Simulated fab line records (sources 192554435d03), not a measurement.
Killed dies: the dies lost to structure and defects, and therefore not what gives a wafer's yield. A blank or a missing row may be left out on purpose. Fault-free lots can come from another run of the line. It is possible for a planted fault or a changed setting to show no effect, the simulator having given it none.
A lot that was struck, set against a sound lot + flow n5Finfet + 38 out of 1938 route steps
Sound: the wafers L480.3, L480.4, L480.6. Struck: wafer L487.2 (left out: L487.1, L487.4 of the same lot, which were not struck); the cause appears at the end.
At each step with rows: each side's tool, then ch and its chambers, then its first start. Under that, the readings that differ: sound wafers + struck wafers + difference of the means + sigmas: that difference in standard deviations of wafers without a fault.
alike: readings with means less than 2 such deviations apart, plus words and numbers identical on both sides. not compared: withheld readings, readings lacking a value on some wafer, bounds such as >300 that could conceal the same value, and numbers that have no deviation in the record and whose values overlap.
A row with sigmas, a row that says differs or no value, or rows on one side alone: a step with any of these is where the two part. Numbers that have no deviation but don't overlap get no sigmas and don't part them. A reading missing from all wafers of one side parts the sides only when that side holds two or more wafers.

first, 9 steps without rows for these wafers: N5_BEOL_M11_PEB_26 (peb time 60 s); N5_BEOL_M11_DEVELOP_27 (develop time 30 s); N5_BEOL_M11_DESCUM_33 (chemistry O2, time 7.9 s); N5_BEOL_M11_ETCH_65 (etches SiARC in CF4, target depth 39 nm, time 65 s); N5_BEOL_M11_ETCH_66 (etches SOC in N2/H2, target depth 120 nm, overetch 24 nm, time 180 s); N5_BEOL_M11_STRIP_69 (strips in N2/H2); N5_BEOL_M11_VIA_ETCH_34 (etches SiCOH lowk in C4F6/O2, target depth 184.5 nm, time 69.2 s); N5_BEOL_M11_STRIP_73 (strips in C4F6/O2); N5_BEOL_M11_STRIP_36 (strips in N2/H2).
N5_BEOL_M11_TRENCH_ETCH_37: etches SiCOH lowk in C4F6/O2, target depth 148.83 nm, time 48 s.
  sound on rieDiel-06 ch 0,1, day 14 16:46; struck on rieDiel-06 ch 3, day 16 18:59
| reading                                    | sound             | struck | difference | sigmas |
|--------------------------------------------|-------------------|--------|------------|--------|
| runLengthS (s)                             | 71.7 70.8 70.9    | 85.0   | +13.9      | +27    |
| model.BEOL_M11.featureDepthNm (nm)         | 151.4 155.4 153.6 | 192.8  | +39.3      |        |
| model.etch.depthNm (nm)                    | 151.3 155.4 153.6 | 192.9  | +39.5      |        |
| model.TiN_of_BEOL_M11_HM_DEP_02.thkNm (nm) | 15.8 15.8 15.8    | 14.4   | -1.4       |        |
  alike: drypumpMotorCurrentA, mfcArSccm, oesProductAu, rfVppV, showerheadPlenumPTorr, throttleValvePct
  not compared: rfHoursCounterH
then, 2 steps without rows for these wafers: N5_BEOL_M11_ETCH_41 (etches SiCN in CH3F/O2, target depth 42.6 nm, time 86 s); N5_BEOL_M11_STRIP_77 (strips in N2/H2, time 10 s).
N5_BEOL_M11_OCD_MEAS_38:
  sound on ocd-02 at day 14 16:57; struck on ocd-01 at day 16 19:10
| reading            | sound       | struck | difference | sigmas |
|--------------------|-------------|--------|------------|--------|
| trenchDepthNm (nm) | 151 155 154 | 193    | +40        | +12    |
then, 13 steps without rows for these wafers: N5_BEOL_M11_HM_STRIP_39 (strips TiN in peroxide tin strip, target depth 25 nm, time 158 s); N5_BEOL_M11_SRD_40 (time 30 s); N5_BEOL_M11_PRECLEAN_42 (cleans in residue remover, time 60 s); N5_BEOL_M11_SRD_43 (time 30 s); N5_BEOL_M11_CURE_72 (cures SiCOH lowk, time 120 s); N5_BEOL_M11_DEGAS_44 (time 60 s); N5_BEOL_M11_PRE_CLEAN_45 (time 30 s); N5_BEOL_M11_ALD_74 (deposits TaN, target thk 2 nm, pulse time 2 s, purge time 3 s); N5_BEOL_M11_SURFACE_TREAT_76; N5_BEOL_M11_CVD_75 (deposits Co from CCTBA/H2, target thk 2 nm, time 138.9 s); N5_BEOL_M11_SPUTTER_48 (material Cu, target thk 12 nm, time 2 s); N5_BEOL_M11_ECD_50 (material Cu, target thk 318 nm); N5_BEOL_M11_ANNEAL_51 (time 90 s).
N5_BEOL_M11_CMP_52: polishes, stops on SiCOH lowk, t overpolish 7 s, target thk 140 nm.
  sound on cmp-04 ch 0,1, day 14 19:23; struck on cmp-03 ch 1, day 16 22:07
| reading                                | sound             | struck | difference | sigmas |
|----------------------------------------|-------------------|--------|------------|--------|
| model.Cu_of_BEOL_M11_ECD_50.thkNm (nm) | 139.6 146.4 144.2 | 183.4  | +40.0      |        |
  alike: motorCurrentA
N5_BEOL_M11_THK_MEAS_53: measures by xrf.
  sound on filmMetro-01 at day 14 19:41; struck on filmMetro-02 at day 16 22:25
| reading      | sound       | struck | difference | sigmas |
|--------------|-------------|--------|------------|--------|
| M11_THK (nm) | 142 149 147 | 187    | +41        | +11    |
then, 2 steps without rows for these wafers: N5_BEOL_M11_PRE_CLEAN_55 (time 15 s); N5_BEOL_M11_DEP_56 (deposits SiCN from 3MS/NH3, target thk 30 nm, time 10.5 s).
N5_BEOL_M11_RS_MEAS_57: measures by four-point-probe.
  sound on filmMetro-02 at day 14 19:49; struck on filmMetro-01 at day 16 22:32
| reading         | sound             | struck | difference | sigmas |
|-----------------|-------------------|--------|------------|--------|
| M11_RS (ohm/sq) | 0.152 0.144 0.146 | 0.112  | -0.035     | -9     |
then, 5 steps without rows for these wafers: N5_BEOL_M12_ILD_DEP_00 (deposits SiOC from DEMS/O2, target thk 658.92 nm, time 130.7 s); N5_BEOL_M12_COAT_58 (time 60 s, resist thk 89 nm); N5_BEOL_M12_COAT_04 (resist thk 400 nm); N5_BEOL_M12_EBR_06; N5_BEOL_M12_SOFTBAKE_05 (time 60 s).
N5_BEOL_M15_RC_MEAS_101:
  sound on prober-02 ch 0, day 15 18:50; struck on prober-01 ch 0, day 18 02:51
| reading                    | sound                   | struck  | difference | sigmas |
|----------------------------|-------------------------|---------|------------|--------|
| COMB_M14 (S/m)             | 3.1e-12 2.7e-12 2.4e-12 | 5e-12   | +2e-12     | +3     |
| COMB_M5 (S/m)              | 4.9e-11 5.2e-11 3.9e-11 | 3.4e-11 | -1.3e-11   | -2     |
| COMB_M8_max_site (S/m)     | 3.6e-11 6e-11 6.2e-11   | 3e-11   | -2e-11     | -3     |
| SERP_M11 (ohm/um)          | 3.01 2.90 2.95          | 2.34    | -0.61      | -6     |
| SERP_M11_max_site (ohm/um) | 3.02 2.95 2.99          | 2.48    | -0.51      | -5     |
  alike: COMB_M10, COMB_M12, COMB_M13, COMB_M15, COMB_M6, COMB_M7, COMB_M8, COMB_M9, SERP_M10, SERP_M12, SERP_M13, SERP_M14, SERP_M5, SERP_M6, SERP_M7, SERP_M8, SERP_M8_max_site, SERP_M9
N5_PASSIVATION_PROBE_49:
  sound on prober-02 at day 16 09:37; struck on prober-01 at day 18 18:22
| reading               | sound       | struck | difference | sigmas |
|-----------------------|-------------|--------|------------|--------|
| killed_at_M0_to_M3    | 43 32 63    | 12     | -34        | -4     |
| sort_bin_6_memory (%) | 4.0 2.5 3.2 | 1.9    | -1.3       | -2     |
  alike: defectLimitedYield, killed_at_M4_up, killedAtContacts, killedAtFrontEnd, killedAtOther, killedDies, killedOnRim, killedOpen, killedShort, sort_bin_5_function, sort_bin_8_speed, sortNPass, sortYieldPct

## WHERE THEY PART
Last at N5_PASSIVATION_PROBE_49 as far as this record goes, first at N5_BEOL_M11_TRENCH_ETCH_37.

WHY: what the simulator had put in
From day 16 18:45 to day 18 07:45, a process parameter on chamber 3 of rieDiel-06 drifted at N5_BEOL_M11_TRENCH_ETCH_37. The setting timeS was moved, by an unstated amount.
